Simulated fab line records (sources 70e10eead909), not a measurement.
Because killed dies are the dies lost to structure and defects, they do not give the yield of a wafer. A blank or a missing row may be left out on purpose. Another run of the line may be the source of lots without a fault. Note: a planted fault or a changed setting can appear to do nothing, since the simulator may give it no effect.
fab line records | flow nand_harc
record: lots: 5 wafers: 15 last_day: 24
route steps=1159 shown P_CONTACT@249 P_M0@253 END@1159
lots that met no fault: from a run of the same line without faults
start_h: the number of hours between the record's first day and the start of the first shown wafer of the lot | wait_h: how many hours have passed since the lot's step before this one | " unchanged from the row above | L1.1+2: several wafers, shown together as one row | - no value present, or no start provided | * or withheld: withheld | < > ~ a bound
route shown NAME@n: a module of which the file shows steps, and the number in the route of the first | usual: mean and standard deviation over wafers with no fault | same: alike in all rows | chamber/n: place in a boat | sites: the reading at each site | _std_site: their standard deviation | _edge_site: the outer-site mean with the inner-site mean subtracted | radius_mm: how far each site lies from the wafer's centre | mask NAME#n: copy n | behind: tool/chamber where the wafer was last shaped | hold: what put the lot on hold/how long, in hours/how the hold closed | device: the n, p or np transistor that did not switch | end of line: the route-end tests of the same wafers | for a step that has no rows: nothing shown but its recipe | killed: dies lost to structure and defects at the first sort, not the wafer's yield | map: a wafer's dies, x killed, . not, _ none there
set.NAME: the setting the step ran with; set.NAME@STEP: the setting that earlier step ran with | model.NAME: the simulator's own value behind a step, which no gauge read
lots at some steps of the route; a table a step, a row a wafer
services: when a tool's chamber went out of use (start_h, in hours from the record's first day, below 0 if earlier), for how many hours, and the reason
== steps ==
step: NHARC_P_CONTACT_CMP_24
recipe: t_overpolish_s: 30 target_thk_nm: 200
usual: motor_current_A: 12.1/0.94 overpolish_run_s: 30.000/0.0094 time_to_endpoint_s: 39.9/1.9
columns lot.wafer tool chamber start_h wait_h motor_current_A overpolish_run_s time_to_endpoint_s
L469.4 cmp-02 3 125.35 0.4 10.7 29.994 37.5
L469.5 " 2 " " 13.5 29.985 39.0
L469.6 " 3 " " 12.1 30.005 37.1
L473.4 cmp-02 3 143.23 0.4 11.7 29.993 40.4
L473.5 " 3 " " 11.2 29.985 39.7
L473.6 " 0 " " 11.3 30.007 36.5
L488.4 cmp-04 1 237.05 0.4 12.2 29.992 38.5
L488.3 " 3 " " 12.2 29.988 42.1
L488.5 " 1 " " 12.2 30.008 38.4
L489.4 cmp-04 0 241.09 0.5 10.3 30.001 42.0
L489.6 " 0 " " 10.4 30.007 39.5
L489.5 " 1 " " 11.0 30.005 39.6
L491.1 cmp-04 1 242.17 1.0 12.0 30.003 37.5
L491.2 " 3 " " 12.7 30.007 41.3
L491.5 " 0 " " 10.1 30.003 39.8
step: NHARC_P_CONTACT_SRD_26
step: NHARC_P_CONTACT_INSPECT_27
usual: raw_defect_count: 291/120
columns lot.wafer tool chamber start_h wait_h raw_defect_count
L469.4 defect_inspect-01 - 125.73 0.1 402
L469.5 " - " " 196
L469.6 " - " " 415
L473.4 defect_inspect-01 - 143.64 0.1 481
L473.5 " - " " 499
L473.6 " - " " 384
L488.3 defect_inspect-01 - 237.43 0.1 352
L488.4 " - " " 171
L488.5 " - " " 193
L489.4 defect_inspect-01 - 241.49 0.1 208
L489.5 " - " " 191
L489.6 " - " " 375
L491.1 defect_inspect-02 - 242.55 0.1 205
L491.2 " - " " 249
L491.5 " - " " 314
step: NHARC_P_M0_DEP_00
recipe: target_thk_a: 1500 target_thk_nm: 150 temp_c: withheld pressure_torr: 5 flow_sccm: 200 rf_w: 600 material: SiOC
step: NHARC_P_M0_DEHYDRATE_01
recipe: temp_c: 150 time_s: 120
step: NHARC_P_M0_HMDS_02
recipe: time_s: 30
step: NHARC_P_M0_COAT_33
recipe: temp_c: 200 time_s: 65
step: NHARC_P_M0_COAT_03
recipe: spin_rpm: 1500 resist_thk_nm: 90
step: NHARC_P_M0_SOFTBAKE_04
recipe: temp_c: 105 time_s: 55
step: NHARC_P_M0_EBR_05
step: NHARC_P_M0_EXPOSE_06
recipe: na: 1.35 target_cd_nm: 90 dose_mj: 81.28 mask_id: P_M0
step: NHARC_P_M0_PEB_07
recipe: peb_temp_c: 100 peb_time_s: 65
usual: chill_plate_temp_C: 22.96/0.1 heater_power_total_W: 156.6/0.43
columns lot.wafer tool chamber start_h wait_h chill_plate_temp_C heater_power_total_W
L469.4 litho_track-06 0 126.55 0.0 22.91 156.6
L469.5 " 0 " " 22.92 157.2
L469.6 " 0 " " 23.07 156.6
L473.4 litho_track-06 0 144.47 0.0 23.06 164.9
L473.5 " 0 " " 23.07 165.3
L473.6 " 0 " " 22.87 156.4
L488.3 litho_track-04 0 238.13 0.0 23.16 155.9
L488.4 " 0 " " 23.07 156.3
L488.5 " 0 " " 23.12 156.0
L489.4 litho_track-04 0 242.31 0.0 23.03 157.0
L489.5 " 0 " " 22.86 156.5
L489.6 " 0 " " 22.98 155.9
L491.1 litho_track-04 0 243.37 0.1 23.04 156.3
L491.2 " 0 " " 22.98 156.7
L491.5 " 0 " " 23.24 156.4
step: NHARC_P_M0_DEVELOP_08
recipe: develop_time_s: 35 dev_temp_c: 23
step: NHARC_P_M0_CD_MEAS_09
recipe: target_cd_nm: 90 landing_energy_ev: 500
usual: cd_nm: 90.1/0.39
columns lot.wafer tool chamber start_h wait_h cd_nm
L469.4 cd_sem-02 0 126.64 - 90.0
L469.5 " 0 " " 89.9
L469.6 " 0 " " 89.8
L473.4 cd_sem-02 0 144.55 - 85.9
L473.5 " 0 " " 86.3
L473.6 " 0 " " 90.1
L488.3 cd_sem-03 0 238.22 - 90.5
L488.4 " 0 " " 90.2
L488.5 " 0 " " 90.1
L489.4 cd_sem-02 0 242.40 - 90.3
L489.5 " 0 " " 90.1
L489.6 " 0 " " 90.3
L491.1 cd_sem-01 0 243.45 - 89.9
L491.2 " 0 " " 89.9
L491.5 " 0 " " 89.6
step: NHARC_P_M0_OVL_MEAS_10
recipe: pitch_nm: 180
usual: overlay_x_nm: 0.0/0.94 overlay_y_nm: 0.1/0.68
columns lot.wafer tool chamber start_h wait_h overlay_x_nm overlay_y_nm
L469.4 overlay-02 - 126.72 - -0.6 0.1
L469.5 " - " " -0.2 0.0
L469.6 " - " " -0.2 -0.1
L473.4 overlay-02 - 144.63 - -0.8 0.4
L473.5 " - " " -0.6 0.2
L473.6 " - " " -0.6 0.2
L488.3 overlay-01 - 238.31 - -0.3 0.9
L488.4 " - " " -0.4 1.1
L488.5 " - " " -0.5 0.9
L489.4 overlay-01 - 242.50 - 1.3 -0.2
L489.5 " - " " 1.2 0.1
L489.6 " - " " 1.5 -0.6
L491.1 overlay-01 - 243.55 - 0.9 0.5
L491.2 " - " " -0.5 0.9
L491.5 " - " " -0.1 1.1
step: NHARC_P_M0_INSPECT_11
usual: raw_defect_count: 3.7/2
columns lot.wafer tool chamber start_h wait_h raw_defect_count
L469.4 defect_inspect-02 - 126.76 0.0 9
L469.5 " - " " 1
L469.6 " - " " 7
L473.4 defect_inspect-01 - 144.67 0.0 4
L473.5 " - " " 6
L473.6 " - " " 3
L488.3 defect_inspect-02 - 238.34 0.0 4
L488.4 " - " " 3
L488.5 " - " " 1
L489.4 defect_inspect-02 - 242.53 0.0 6
L489.5 " - " " 0
L489.6 " - " " 1
L491.1 defect_inspect-01 - 243.60 0.1 3
L491.2 " - " " 3
L491.5 " - " " 3
step: NHARC_P_M0_DESCUM_14
recipe: time_s: 3 o2_flow_sccm: 200 ar_flow_sccm: 0 bias_power_w: 0 chemistry: O2
usual: drypump_motor_current_A: 5.7/0.41 oes_product_au: 1.000/0.0086 rf_vpp_V: 57.7/0.88 showerhead_plenum_p_Torr: 1.91/0.077 throttle_valve_pct: 11.311/0.0088
same: bias_power_w: 0
columns lot.wafer tool chamber start_h wait_h drypump_motor_current_A oes_product_au rf_hours_counter_h rf_vpp_V showerhead_plenum_p_Torr throttle_valve_pct model.P_M0.cd_nm
L469.4 rie_diel-02 0 126.84 0.1 5.9 1.002 9 57.5 1.80 11.318 89.87
L469.5 " 1 " " 5.7 0.981 - 56.7 1.91 11.310 90
L469.6 " 2 " " 5.3 0.999 - 57.0 1.85 11.307 90.25
L473.4 rie_diel-07 3 144.76 0.1 6.2 1.004 6 58.2 2.01 11.321 86.25
L473.6 " 0 " " 5.7 1.002 - 57.1 2.01 11.312 89.96
L473.5 " 1 " " 6.0 0.989 - 56.1 1.84 11.302 86.42
L488.3 rie_diel-02 1 238.41 0.1 5.7 0.994 5 56.5 1.91 11.333 90.21
L488.4 " 2 " " 5.3 0.996 5 56.6 1.85 11.311 90.01
L488.5 " 0 " " 5.9 0.995 - 57.6 1.80 11.306 90.5
L489.4 rie_diel-07 1 242.62 0.1 5.9 1.002 0 57.0 1.84 11.323 90.51
L489.5 " 2 " " 5.5 0.992 - 59.1 1.93 11.295 90.06
L489.6 " 3 " " 6.2 1.004 - 59.5 2.01 11.309 90.84
L491.2 rie_diel-11 0 243.66 0.1 6.2 1.001 4 57.2 1.80 11.325 89.35
L491.1 " 1 " " 5.6 1.005 3 57.4 1.96 11.313 89.67
L491.5 " 1 " " 5.6 1.009 - 55.7 1.96 11.315 88.98
step: NHARC_P_M0_ETCH_34
recipe: target_depth_a: 400 overetch_a: 120 time_s: 43.94 ion_energy_ev: 200 n2_flow_sccm: 150 h2_flow_sccm: 150 ar_flow_sccm: 0 rf_w: 400 bias_w: 150 chemistry: N2/H2
usual: drypump_motor_current_A: 5.7/0.42 oes_product_au: 1.001/0.0076 rf_vpp_V: 430.3/2.5 showerhead_plenum_p_Torr: 2.03/0.086 throttle_valve_pct: 14.171/0.0089
columns lot.wafer tool chamber start_h wait_h drypump_motor_current_A oes_product_au rf_hours_counter_h rf_vpp_V showerhead_plenum_p_Torr throttle_valve_pct
L469.4 rie_diel-02 0 126.90 0.1 5.9 1.008 9 428.6 1.91 14.180
L469.5 " 0 " " 5.9 1.009 - 428.0 1.91 14.161
L469.6 " 1 " " 5.7 0.998 - 431.8 2.04 14.174
L473.4 rie_diel-07 1 144.82 0.1 5.9 1.002 5 428.6 1.96 14.183
L473.6 " 0 " " 5.8 1.004 - 433.5 2.14 14.176
L473.5 " 1 " " 6.0 0.998 - 428.7 1.96 14.164
L488.4 rie_diel-02 1 238.50 0.1 5.7 1.012 5 431.0 2.03 14.178
L488.3 " 2 " " 5.3 1.020 5 429.7 1.97 14.162
L488.5 " 3 " " 4.8 0.999 - 430.2 2.05 14.162
L489.4 rie_diel-07 0 242.68 0.1 5.8 1.004 0 432.9 2.14 14.173
L489.6 " 3 " " 6.2 0.991 - 433.1 2.14 14.159
L489.5 " 0 " " 5.8 1.017 - 433.0 2.14 14.172
L491.1 rie_diel-11 3 243.75 0.1 5.7 1.015 4 431.9 2.11 14.183
L491.2 " 2 " " 6.4 1.005 3 427.6 1.90 14.172
L491.5 " 3 " " 5.7 1.010 - 434.4 2.11 14.166
step: NHARC_P_M0_ETCH_15
recipe: target_depth_a: 1500 overetch_a: 150 time_s: 82.5 c4f8_flow_sccm: withheld ar_flow_sccm: 400 rf_w: 600 bias_w: 300 chemistry: C4F8/Ar
usual: oes_product_au: 0.958/0.023 rf_vpp_V: 440.5/2.6
columns lot.wafer tool chamber start_h wait_h oes_product_au rf_hours_counter_h rf_vpp_V model.P_M0.cd_nm
L469.4 rie_diel-02 0 - - 0.972 9 438.3 89.63
L469.5 " 1 " " 0.952 - 440.6 89.93
L469.6 " 2 " " 0.953 - 439.1 90.1
L473.4 rie_diel-07 1 - - 0.961 5 438.6 86.31
L473.5 " 3 " " 0.968 - 441.9 86.32
L473.6 " 0 " " 0.956 - 446.2 89.83
L488.4 rie_diel-02 2 - - 0.975 5 438.6 90.12
L488.3 " 3 " " 0.963 5 442.2 90.86
L488.5 " 1 " " 0.964 - 440.3 90.42
L489.4 rie_diel-07 3 - - 0.958 0 442.8 90.24
L489.6 " 2 " " 0.964 - 441.4 90.51
L489.5 " 3 " " 0.956 - 444.3 89.9
L491.2 rie_diel-11 0 - - 0.971 4 437.2 89.32
L491.1 " 1 " " 0.964 3 441.3 89.45
L491.5 " 2 " " 0.987 - 436.7 89.04
step: NHARC_P_M0_CD_MEAS_16
usual: cd_nm: 89.9/0.58
columns lot.wafer tool chamber start_h wait_h cd_nm
L469.4 cd_sem-03 - 127.13 - 89.6
L469.5 " - " " 90.0
L469.6 " - " " 90.2
L473.4 cd_sem-02 - 145.04 - 86.1
L473.5 " - " " 86.2
L473.6 " - " " 89.9
L488.3 cd_sem-01 - 238.71 - 90.7
L488.4 " - " " 90.3
L488.5 " - " " 90.3
L489.4 cd_sem-01 - 242.90 - 90.3
L489.5 " - " " 90.2
L489.6 " - " " 90.1
L491.1 cd_sem-01 - 243.96 - 89.7
L491.2 " - " " 89.3
L491.5 " - " " 89.4
step: NHARC_END_SORT_01
recipe: temp_c: 25
usual: defect_limited_yield: 95.5/1.4 killed_at_array: 27/9.8 killed_at_other: 0.6/0.83 killed_at_periphery: 3.5/2.4 killed_dies: 31/9.6 killed_open: 3.1/1.9 killed_short: 2.0/1.5 sort_bin_2_pct: 1.4/0.6 sort_bin_3_pct: 0.26/0.23 sort_bin_4_pct: 2.8/0.89 sort_n_pass: 646/9.6 sort_rim_yield_pct: 96.6/2.5 sort_yield_pct: 95.5/1.4
same: gross_dies: 677 sort_bin_5_pct[%]: 0 sort_bin_6_pct[%]: 0 sort_bin_7_pct[%]: 0 sort_bin_8_pct[%]: 0 sort_rim_n_gross: 106.00
columns lot.wafer tool chamber start_h wait_h defect_limited_yield[%] killed_at_array killed_at_other killed_at_periphery killed_dies killed_open killed_short sort_bin_2_pct[%] sort_bin_3_pct[%] sort_bin_4_pct[%] sort_n_pass sort_rim_yield_pct[%] sort_yield_pct[%]
L488.3 prober-01 0 576.87 3.1 94.7 29 2 5 36 8 1 1.5 0.15 3.7 641 94.3 94.7
L488.4 prober-01 0 577.67 3.4 94.2 34 0 5 39 2 1 2.2 0.59 3.0 638 96.2 94.2
L488.5 prober-01 0 578.46 3.7 93.9 28 2 11 41 6 0 1.8 0.44 3.8 636 100.0 93.9
killed by level:class
L488.3 A_CHANNEL_HOLE_D1:chamber_film_flake=16 A_CONTACT:chamber_film_flake=5 A_CONTACT:geometric_particle:open=2 P_BONDPAD:chamber_film_flake=2 THIN_TSV:chamber_film_flake=2 P_CONTACT:geometric_particle:open=1 P_M0:geometric_particle:open=1 P_M1:geometric_particle:open=1
L488.4 A_CHANNEL_HOLE_D1:chamber_film_flake=28 P_BONDPAD:chamber_film_flake=4 A_CONTACT:chamber_film_flake=3 A_WL_FILL:geometric_particle:open=1 A_BLC:geometric_particle:open=1 A_M0:geometric_particle:short=1 P_GATE:chamber_film_flake=1
L488.5 A_CHANNEL_HOLE_D1:chamber_film_flake=21 P_BONDPAD:chamber_film_flake=5 A_CONTACT:chamber_film_flake=3 P_CONTACT:geometric_particle:open=2 P_M0:geometric_particle:open=2 A_CONTACT:geometric_particle:open=2 THIN_TSV:chamber_film_flake=2 P_STI:chamber_film_flake=1
== services ==
columns tool chamber start_h hours kind
cmp-04 - 105.00 4.0 pm
rie_diel-02 0 105.20 - clean
rie_diel-02 1 105.20 - clean
rie_diel-02 2 105.20 - clean
rie_diel-02 3 105.20 - clean
rie_diel-07 0 109.26 - clean
rie_diel-07 1 109.26 - clean
rie_diel-07 2 109.26 - clean
rie_diel-07 3 109.26 - clean
rie_diel-02 - 110.61 4.9 repair
litho_track-06 - 117.00 7.0 pm
cmp-02 - 128.50 4.0 pm
litho_track-04 - 141.00 7.0 pm
rie_diel-02 - 150.70 9.0 pm
rie_diel-11 - 189.50 9.0 pm
cmp-02 - 197.83 0.8 repair
rie_diel-11 2 202.51 1.6 repair
cmp-04 - 203.00 4.0 pm
rie_diel-07 1 207.07 8.9 repair
rie_diel-11 1 212.63 9.3 repair
cmp-02 - 226.19 1.0 repair
rie_diel-07 - 228.26 9.0 pm
cmp-04 - 238.24 1.5 repair
cmp-02 - 239.94 2.7 repair
== key ==
first_sign: step: NHARC_P_M0_PEB_07 reading: heater_power_total_W direction: up sigmas: 20 usual: * struck: *
effect: step: NHARC_P_M0_CD_MEAS_09 reading: cd_nm direction: down sigmas: 10 usual: 90.1 struck: 86.1
effect: step: NHARC_P_M0_CD_MEAS_16 reading: cd_nm direction: down sigmas: 6.6 usual: 89.9 struck: 86.1
model_effect: step: NHARC_P_M0_DESCUM_14 value: P_M0.cd_nm without: 90.15 struck: 86.34
model_effect: step: NHARC_P_M0_ETCH_15 value: P_M0.cd_nm without: 90.13 struck: 86.32
met_at NHARC_P_M0_PEB_07
struck_wafers L473.4,L473.5
onset_between 126.55 144.47
fault: kind: process_parameter_drift tool: litho_track-06 chamber: - onset_h: 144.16 steps: NHARC_P_M0_PEB_07 channel: peb_time_s offset: * shape: step end_h: 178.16 scope: struck_wafers_only acts_in: * stated: *
